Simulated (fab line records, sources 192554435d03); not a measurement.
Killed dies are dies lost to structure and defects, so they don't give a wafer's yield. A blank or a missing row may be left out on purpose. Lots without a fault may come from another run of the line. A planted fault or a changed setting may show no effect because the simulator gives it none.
fab line records | flow n5_finfet | part 1 of 2: steps 1 to 3 of 6
record lots=23 wafers=69 last_day=18
route steps=1938 shown HKMG_FIN@457 GATE_CUT@470
lots that met no fault: from a run of the same line without faults
start_h: hours from the record's first day to the start of the lot's first wafer shown | wait_h: hours since the lot's step before | " the same as in the row above | L1.1+2: a row that stands for several wafers | - no value, or no start given | * or withheld: withheld | < > ~ a bound
route shown NAME@n: a module of which the file shows steps, and the number in the route of the first | usual: mean/standard deviation of fault-free wafers | same: alike in all rows | chamber/n: place in a boat | sites: the reading at each site | _std_site: their standard deviation | _edge_site: outer sites' mean less inner sites' | radius_mm: how far each site lies from the wafer's centre | mask NAME#n: copy n | behind: the tool/chamber that last shaped the wafer | hold: why the lot was held/for how many hours/how that ended | device: the transistor (n, p or np) that didn't switch | end of line: the same wafers' tests at the end of the route | a step without rows: its recipe alone | killed: dies lost to structure and defects at the first sort, not the wafer's yield | map: a wafer's dies, x killed, . not, _ none there
set.NAME: the setting as run; set.NAME@STEP: as run at that earlier step | model.NAME: the simulator's own value behind a step, which no gauge read
steps of the route over a sample of lots; a table a step, a row a wafer
services: from which hour (start_h, from the record's first day; less than 0 if before it) a tool's chamber was out of use, for how many hours, and why
## steps
# step N5_HKMG_FIN_ALD_72
# recipe material=W target_thk_a=20 temp_c=300 pressure_torr=7.5 ald_precursor_family=WF6 ald_co_reactant=B2H6 pulse_time_s=1 purge_time_s=2 co_reactant_purge_time_s=2 co_reactant_pulse_time_s=3 ald_cycles=7
# usual heater_power_w=478/52 precursor_pulse_height_rel=1.002/0.02
# columns lot.wafer tool chamber start_h wait_h heater_power_w precursor_pulse_height_rel
L074.2 cvd_w-01 1 82.18 0.2 461 0.987
L074.3 " 1 " " 450 1.013
L074.6 " 0 " " 557 1.022
L075.2 cvd_w-01 0 88.84 0.2 555 1.011
L075.5 " 1 " " 454 1.030
L075.6 " 0 " " 567 1.022
L076.1 cvd_w-01 1 93.05 0.2 448 1.010
L076.4 " 1 " " 460 1.012
L076.6 " 0 " " 553 0.975
L077.2 cvd_w-02 0 100.91 0.2 471 1.008
L077.5 " 1 " " 419 1.023
L077.6 " 0 " " 477 1.004
L078.1 cvd_w-01 0 107.11 0.2 555 0.975
L078.3 " 0 " " 556 0.988
L078.5 " 0 " " 560 0.992
L079.1 cvd_w-01 1 112.80 0.2 455 0.961
L079.2 " 0 " " 560 1.002
L079.4 " 1 " " 465 0.989
L080.1 cvd_w-02 1 116.39 0.2 415 1.008
L080.3 " 1 " " 431 1.020
L080.4 " 0 " " 472 1.019
L081.1 cvd_w-01 1 126.63 0.2 466 1.011
L081.3 " 1 " " 459 0.969
L081.5 " 0 " " 567 0.987
L082.2 cvd_w-01 1 129.85 0.2 449 1.019
L082.4 " 0 " " 573 1.037
L082.6 " 1 " " 461 1.027
L083.1 cvd_w-02 1 134.24 0.2 418 0.992
L083.5 " 0 " " 475 1.006
L083.6 " 1 " " 424 1.016
L084.3 cvd_w-01 0 140.99 0.2 569 0.991
L084.4 " 1 " " 462 0.982
L084.5 " 0 " " 561 1.044
L085.1 cvd_w-02 0 143.58 0.2 471 0.973
L085.4 " 0 " " 473 1.008
L085.5 " 0 " " 478 0.977
L086.1 cvd_w-02 1 157.67 0.2 419 1.012
L086.2 " 0 " " 471 1.015
L086.5 " 0 " " 473 1.006
L087.3 cvd_w-01 0 159.56 0.2 551 1.002
L087.4 " 1 " " 452 1.038
L087.6 " 1 " " 452 1.032
L088.2 cvd_w-02 0 165.21 0.2 476 0.960
L088.3 " 1 " " 425 0.999
L088.5 " 1 " " 425 1.017
L089.1 cvd_w-01 0 174.29 0.2 562 1.017
L089.2 " 1 " " 453 0.979
L089.4 " 0 " " 569 0.986
L090.3 cvd_w-02 0 176.80 0.2 473 1.028
L090.4 " 1 " " 427 1.015
L090.6 " 0 " " 481 1.003
L092.2 cvd_w-02 0 186.77 0.2 480 0.978
L092.4 " 1 " " 413 0.973
L092.6 " 0 " " 466 0.997
L093.2 cvd_w-02 1 193.02 0.2 422 1.032
L093.5 " 0 " " 471 0.991
L093.6 " 1 " " 424 0.983
L094.1 cvd_w-01 1 199.88 0.2 450 0.977
L094.4 " 1 " " 455 1.004
L094.6 " 0 " " 556 0.976
L095.1 cvd_w-02 0 204.75 0.2 459 0.983
L095.3 " 0 " " 478 1.006
L095.4 " 1 " " 427 0.976
L096.2 cvd_w-02 0 212.58 0.2 472 1.012
L096.3 " 1 " " 426 0.983
L096.4 " 0 " " 481 0.994
L097.1 cvd_w-02 1 215.86 0.2 425 1.001
L097.2 " 0 " " 473 1.018
L097.6 " 1 " " 418 1.051
# step N5_GATE_CUT_STRIP_59
# recipe chemistry=N2/H2 time_s=20 power_w=100 temp_c=40 pressure_mtorr=100 rf_frequency_hz=6e+07 bias_power_w=3 n2_flow_sccm=300 h2_flow_sccm=300
# usual drypump_motor_current_A=5.9/0.52 h2_flow_sccm=300.0/0.85 oes_product_au=0.79/0.096 rf_vpp_V=45.3/0.91 showerhead_plenum_p_Torr=3.37/0.11 throttle_valve_pct=12.21/0.26
# same time_s=20
# columns lot.wafer tool chamber start_h wait_h drypump_motor_current_A h2_flow_sccm oes_product_au rf_hours_counter_h rf_vpp_V showerhead_plenum_p_Torr throttle_valve_pct
L074.2 rie_diel-05 1 83.50 0.1 5.6 299.6 0.80 109 45.7 3.27 12.03
L074.3 " 2 " " 6.5 300.8 0.98 4 45.1 3.33 11.90
L074.6 " 2 " " 6.5 301.3 0.98 - 44.7 3.33 11.89
L075.2 rie_diel-02 1 90.15 0.1 6.2 300.3 0.72 229 45.7 3.34 12.69
L075.5 " 2 " " 6.7 299.0 0.90 - 46.3 3.43 12.26
L075.6 " 1 " " 6.2 298.8 0.72 - 44.7 3.34 12.69
L076.1 rie_diel-05 2 94.38 0.1 6.5 300.1 0.97 6 44.6 3.32 11.91
L076.4 " 1 " " 5.6 298.4 0.80 112 45.0 3.27 12.08
L076.6 " 2 " " 6.5 300.8 0.97 - 43.1 3.32 11.91
L077.2 rie_diel-05 1 102.22 0.1 5.6 299.4 0.80 114 46.2 3.26 12.05
L077.5 " 2 " " 6.5 299.7 0.97 - 44.7 3.32 11.91
L077.6 " 3 " " 6.3 300.8 0.82 - 45.2 3.28 12.11
L078.1 rie_diel-04 0 108.42 0.1 5.4 299.6 0.68 224 46.2 3.46 12.72
L078.3 " 2 " " 5.7 299.6 0.71 213 45.9 3.47 12.21
L078.5 " 3 " " 5.5 300.3 0.69 - 45.5 3.18 12.13
L079.1 rie_diel-02 3 114.28 0.1 6.5 300.3 0.79 131 45.6 3.39 12.26
L079.2 " 2 " " 6.8 299.5 0.86 48 44.1 3.43 12.29
L079.4 " 1 " " 6.2 301.9 0.71 236 45.1 3.33 12.70
L080.1 rie_diel-04 3 118.04 0.1 5.5 298.8 0.68 243 45.2 3.18 12.15
L080.3 " 2 " " 5.7 299.2 0.70 216 46.7 3.47 12.23
L080.4 " 1 " " 5.4 300.4 0.69 224 45.7 3.48 12.40
L081.1 rie_diel-05 3 128.07 0.1 6.4 300.6 0.80 80 45.5 3.28 12.13
L081.3 " 1 " " 5.6 301.5 0.79 122 45.2 3.26 12.09
L081.5 " 2 " " 6.5 300.6 0.94 - 44.7 3.32 11.93
L082.2 rie_diel-05 0 131.16 0.1 5.4 301.7 0.72 196 46.7 3.49 12.34
L082.4 " 3 " " 6.4 299.1 0.82 81 45.8 3.28 12.13
L082.6 " 2 " " 6.5 298.1 0.94 - 45.1 3.32 11.94
L083.1 rie_diel-05 3 135.60 0.1 6.4 300.4 0.82 82 45.1 3.27 12.13
L083.5 " 0 " " 5.4 300.7 0.72 - 45.2 3.49 12.37
L083.6 " 3 " " 6.4 300.7 0.82 - 45.6 3.27 12.13
L084.3 rie_diel-05 2 142.27 0.1 6.5 298.6 0.93 21 44.9 3.32 11.93
L084.4 " 1 " " 5.6 300.8 0.78 126 45.7 3.26 12.09
L084.5 " 0 " " 5.5 299.3 0.72 - 45.4 3.49 12.36
L085.1 rie_diel-02 3 144.88 0.1 6.5 300.5 0.78 139 46.8 3.38 12.27
L085.4 " 0 " " 5.1 300.3 0.70 240 44.5 3.18 12.42
L085.5 " 3 " " 6.5 299.7 0.79 - 45.2 3.38 12.27
L086.1 rie_diel-02 3 159.11 0.1 6.5 300.0 0.78 144 45.1 3.38 12.30
L086.2 " 0 " " 5.1 300.3 0.70 245 44.2 3.18 12.43
L086.5 " 3 " " 6.5 300.2 0.78 - 44.0 3.38 12.29
L087.3 rie_diel-04 0 161.56 0.1 5.4 300.5 0.66 243 46.4 3.45 12.75
L087.4 " 2 " " 5.7 299.5 0.69 232 45.0 3.46 12.27
L087.6 " 0 " " 5.4 300.3 0.66 - 44.6 3.45 12.78
L088.2 rie_diel-02 3 166.51 0.1 6.5 301.1 0.78 147 46.8 3.38 12.29
L088.3 " 0 " " 5.1 299.2 0.69 248 45.5 3.18 12.44
L088.5 " 3 " " 6.5 300.0 0.79 - 45.5 3.38 12.27
L089.1 rie_diel-05 3 175.64 0.1 6.3 299.8 0.79 96 46.0 3.27 12.18
L089.2 " 1 " " 5.6 301.5 0.77 136 45.8 3.25 12.11
L089.4 " 2 " " 6.5 300.4 0.92 32 44.7 3.31 11.95
L090.3 rie_diel-04 3 178.09 0.1 5.5 299.4 0.95 9 47.3 3.57 11.54
L090.4 " 2 " " 5.7 299.5 0.69 236 43.3 3.46 12.28
L090.6 " 2 " " 5.7 299.2 0.69 - 44.6 3.46 12.27
L092.2 rie_diel-05 1 188.08 0.1 5.6 300.5 0.76 139 44.2 3.25 12.13
L092.4 " 3 " " 6.4 300.6 0.80 99 44.8 3.27 12.17
L092.6 " 2 " " 6.5 301.3 0.90 - 45.8 3.31 11.97
L093.2 rie_diel-05 1 194.33 0.1 5.6 299.9 0.76 141 45.2 3.25 12.13
L093.5 " 0 " " 5.5 300.6 0.70 - 47.3 3.48 12.39
L093.6 " 1 " " 5.6 299.4 0.76 - 45.9 3.25 12.14
L094.1 rie_diel-04 1 201.25 0.1 5.3 298.8 0.67 250 44.5 3.47 12.46
L094.4 " 1 " " 5.4 300.0 0.68 - 46.6 3.47 12.44
L094.6 " 2 " " 5.7 300.7 0.69 - 46.5 3.45 12.29
L095.1 rie_diel-02 3 206.08 0.1 6.5 299.7 0.77 163 45.7 3.37 12.34
L095.3 " 0 " " 5.1 300.8 1.04 1 45.9 3.58 11.80
L095.4 " 1 " " 6.2 299.5 0.94 7 43.8 3.32 12.13
L096.2 rie_diel-04 1 214.29 0.1 5.4 300.2 0.67 255 45.8 3.47 12.48
L096.3 " 3 " " 5.5 299.5 0.92 22 46.2 3.56 11.58
L096.4 " 3 " " 5.5 301.1 0.92 - 46.1 3.56 11.58
L097.1 rie_diel-05 0 217.26 0.1 5.5 299.0 0.71 220 46.6 3.48 12.41
L097.2 " 1 " " 5.6 300.7 0.76 148 44.9 3.25 12.14
L097.6 " 1 " " 5.6 301.1 0.76 - 43.7 3.25 12.14
# step N5_GATE_CUT_ETCH_28
# recipe chemistry=N2/H2 target=underlayer target_depth_a=130 mask_material=CAR-EUV time_s=10.4 ion_energy_ev=200 pressure_mtorr=30 source_w=840 bias_w=150 n2_flow_sccm=200 h2_flow_sccm=200 ends=cleared
# usual drypump_motor_current_A=5.8/0.54 etch_rf_on_time_s=10.48/0.27 h2_flow_sccm=200.0/0.58 oes_product_au=0.65/0.075 rf_vpp_V=524.1/2.6 showerhead_plenum_p_Torr=2.55/0.093 throttle_valve_pct=17.86/0.25
# columns lot.wafer tool chamber start_h wait_h drypump_motor_current_A etch_rf_on_time_s h2_flow_sccm oes_product_au rf_hours_counter_h rf_vpp_V showerhead_plenum_p_Torr throttle_valve_pct
L074.2 rie_diel-05 2 86.84 0.0 6.5 10.52 199.9 0.83 5 522.0 2.50 17.64
L074.3 " 0 " " 5.5 10.30 200.0 0.62 183 526.7 2.64 17.91
L074.6 " 1 " " 5.6 10.41 199.4 0.68 - 521.3 2.46 17.67
L075.2 rie_diel-05 1 93.76 0.0 5.6 10.26 199.3 0.67 112 522.7 2.46 17.69
L075.5 " 0 " " 5.5 10.35 199.1 0.62 - 526.9 2.64 17.93
L075.6 " 3 " " 6.4 10.61 199.2 0.70 - 522.0 2.47 17.78
L076.1 rie_diel-04 1 97.81 0.0 5.4 10.56 200.7 0.59 218 527.9 2.63 17.92
L076.4 " 2 " " 5.7 10.28 199.2 0.62 210 525.4 2.62 17.77
L076.6 " 1 " " 5.3 10.47 200.7 0.59 - 525.7 2.63 17.93
L077.2 rie_diel-02 2 106.15 0.0 6.7 10.86 199.0 0.72 46 524.8 2.58 18.05
L077.5 " 2 " " 6.7 10.73 199.1 0.73 - 525.3 2.58 18.04
L077.6 " 1 " " 6.2 10.88 200.8 0.58 - 523.1 2.51 18.29
L078.1 rie_diel-04 3 111.84 0.0 5.5 10.60 199.4 0.59 240 520.7 2.39 17.59
L078.3 " 2 " " 5.7 10.31 199.3 0.61 214 525.2 2.62 17.79
L078.5 " 3 " " 5.5 10.49 199.6 0.59 - 521.0 2.39 17.60
L079.1 rie_diel-04 1 117.60 0.0 5.4 10.58 199.6 0.58 224 526.0 2.63 17.94
L079.2 " 0 " " 5.4 10.23 199.0 0.58 227 523.7 2.61 18.33
L079.4 " 3 " " 5.5 10.56 199.3 0.58 243 519.7 2.39 17.61
L080.1 rie_diel-02 2 121.83 0.0 6.8 10.77 199.0 0.73 50 523.0 2.58 18.05
L080.3 " 1 " " 6.2 10.76 199.7 0.59 238 523.5 2.51 18.28
L080.4 " 3 " " 6.5 10.75 199.6 0.66 133 524.9 2.55 17.87
L081.1 rie_diel-02 2 131.38 0.0 6.7 10.73 201.2 0.72 52 524.0 2.58 18.04
L081.3 " 0 " " 5.0 9.97 199.6 0.61 236 520.5 2.39 17.94
L081.5 " 1 " " 6.2 10.76 199.6 0.58 - 523.3 2.50 18.30
L082.2 rie_diel-04 2 134.65 0.0 5.7 10.35 200.8 0.61 222 526.0 2.61 17.79
L082.4 " 3 " " 5.5 10.62 199.4 0.57 249 519.8 2.38 17.61
L082.6 " 3 " " 5.5 10.59 199.0 0.58 - 521.0 2.38 17.62
L083.1 rie_diel-05 0 139.05 0.0 5.5 10.28 200.0 0.61 199 524.9 2.63 17.95
L083.5 " 0 " " 5.5 10.30 200.8 0.61 - 525.3 2.63 17.94
L083.6 " 3 " " 6.3 10.65 200.0 0.69 - 523.5 2.46 17.81
L084.3 rie_diel-05 2 145.72 0.0 6.5 10.50 201.1 0.79 22 521.5 2.50 17.67
L084.4 " 3 " " 6.4 10.48 200.5 0.70 85 521.2 2.46 17.82
L084.5 " 0 " " 5.4 10.16 200.3 0.61 - 527.2 2.63 17.97
L085.1 rie_diel-04 1 148.44 0.0 5.4 10.59 201.3 0.58 234 526.6 2.62 17.94
L085.4 " 2 " " 5.7 10.17 199.9 0.60 - 526.1 2.61 17.81
L085.5 " 1 " " 5.4 10.60 200.0 0.58 - 525.5 2.62 17.94
L086.1 rie_diel-02 0 162.48 0.0 5.1 9.95 200.6 0.60 247 520.7 2.38 17.96
L086.2 " 2 " " 6.7 10.70 200.2 0.71 63 527.0 2.58 18.07
L086.5 " 3 " " 6.5 10.69 199.5 0.65 - 523.7 2.55 17.93
L087.3 rie_diel-02 0 165.09 0.0 5.0 10.00 199.8 0.60 248 519.0 2.38 17.98
L087.4 " 2 " " 6.7 10.88 200.4 0.70 - 524.0 2.58 18.07
L087.6 " 3 " " 6.5 10.70 200.2 0.65 - 524.4 2.55 17.91
L088.2 rie_diel-02 0 170.41 0.0 5.0 10.17 200.1 0.60 250 519.4 2.38 17.95
L088.3 " 3 " " 6.5 10.74 200.9 0.65 149 523.3 2.55 17.93
L088.5 " 0 " " 5.0 9.96 200.7 0.60 - 520.3 2.38 17.96
L089.1 rie_diel-04 1 179.08 0.0 5.4 10.75 200.2 0.57 242 525.2 2.62 17.97
L089.2 " 2 " " 5.7 10.26 199.5 0.60 237 525.5 2.61 17.83
L089.4 " 0 " " 5.4 10.30 199.9 0.57 248 524.9 2.60 18.38
L090.3 rie_diel-05 0 181.55 0.0 5.4 10.25 199.3 0.61 209 526.4 2.63 17.96
L090.4 " 2 " " 6.5 10.50 199.7 0.77 34 522.7 2.49 17.67
L090.6 " 2 " " 6.5 10.61 200.0 0.77 - 522.2 2.49 17.68
L092.2 rie_diel-04 2 191.56 0.0 5.7 10.16 199.9 0.60 241 526.0 2.61 17.82
L092.4 " 3 " " 5.5 10.44 200.3 0.80 - 529.3 2.69 17.25
L092.6 " 2 " " 5.7 10.17 200.4 0.60 - 524.8 2.61 17.83
L093.2 rie_diel-04 2 197.76 0.0 5.7 10.19 199.4 0.60 244 525.4 2.60 17.83
L093.5 " 1 " " 5.4 10.67 200.1 0.57 - 526.3 2.62 17.98
L093.6 " 3 " " 5.5 10.56 199.2 0.78 - 528.0 2.69 17.25
L094.1 rie_diel-04 2 205.43 0.0 5.7 10.23 200.1 0.60 247 525.3 2.60 17.83
L094.4 " 3 " " 5.5 10.70 200.4 0.78 - 528.6 2.69 17.24
L094.6 " 2 " " 5.7 10.24 200.4 0.59 - 526.5 2.60 17.83
L095.1 rie_diel-04 2 209.67 0.0 5.7 10.29 199.5 0.59 249 526.2 2.60 17.82
L095.3 " 1 " " 5.3 10.74 199.4 0.56 254 526.2 2.61 17.97
L095.4 " 2 " " 5.7 10.20 199.7 0.60 - 525.1 2.60 17.82
L096.2 rie_diel-02 0 217.62 0.0 5.1 9.70 198.4 0.88 3 528.8 2.70 17.51
L096.3 " 1 " " 6.2 10.65 200.6 0.76 10 523.2 2.50 17.88
L096.4 " 3 " " 6.5 10.66 199.9 0.63 166 525.3 2.54 17.95
L097.1 rie_diel-05 2 220.60 0.0 6.5 10.61 200.6 0.75 46 522.5 2.49 17.70
L097.2 " 3 " " 6.3 10.73 200.4 0.66 110 522.0 2.45 17.86
L097.6 " 3 " " 6.3 10.72 200.7 0.67 - 522.2 2.45 17.87
